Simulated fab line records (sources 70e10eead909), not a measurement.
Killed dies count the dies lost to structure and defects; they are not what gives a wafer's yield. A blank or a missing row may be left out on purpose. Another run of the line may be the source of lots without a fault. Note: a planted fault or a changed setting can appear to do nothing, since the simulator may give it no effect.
Matching of chambers | flow nand harc | NHARC_P_M0_DESCUM_14 on rie diel-12 has 4 sister chambers
The step chemistry O2, time 3 s. 4 wafers are shown with their chamber, then 12 later ones without.

WAFERS, EACH WITH ITS CHAMBER
wafer  | chamber | drypump motor current A (A)
L089.3 | 1       | 5.7
L089.6 | 0       | 6.1
L090.3 | 2       | 5.6
L090.6 | 3       | 6.5

WAFERS WITHOUT THEIR CHAMBER
wafer  | drypump motor current A (A)
L092.2 | 6.0
L092.3 | 6.5
L092.4 | 5.7
L091.1 | 5.7
L091.4 | 6.5
L091.5 | 6.5
L095.1 | 6.5
L095.4 | 5.6
L095.6 | 6.0
L096.1 | 6.0
L096.5 | 6.0
L096.6 | 5.7

THE CHAMBER EACH PASSED THROUGH
wafer  | from the rows above     | in truth
L092.2 | 0                       | 0
L092.3 | 3                       | 3
L092.4 | can't be placed: 1 or 2 | 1
L091.1 | can't be placed: 1 or 2 | 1
L091.4 | 3                       | 3
L091.5 | 3                       | 3
L095.1 | 3                       | 3
L095.4 | can't be placed: 2 or 1 | 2
L095.6 | 0                       | 0
L096.1 | 0                       | 0
L096.5 | 0                       | 0
L096.6 | can't be placed: 1 or 2 | 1
Correct placement for 8 of the 12. From these rows, 4 cannot be placed; in 4 the true chamber is one of the candidates. Placed wrongly: 0.
How it was worked out, from the rows above alone: a wafer's distance from a chamber is the root of the sum, over the readings, of the square of ((its reading less the chamber's mean) divided by the reading's scatter). The wafer belongs to the nearest chamber; if the next one is less than 2 further off, it can't be placed. The mean given for a chamber averages the wafers shown for that chamber. The scatter: with one shown wafer a chamber, the root of the mean of the squares of how far each hidden wafer lies from its nearest shown one.
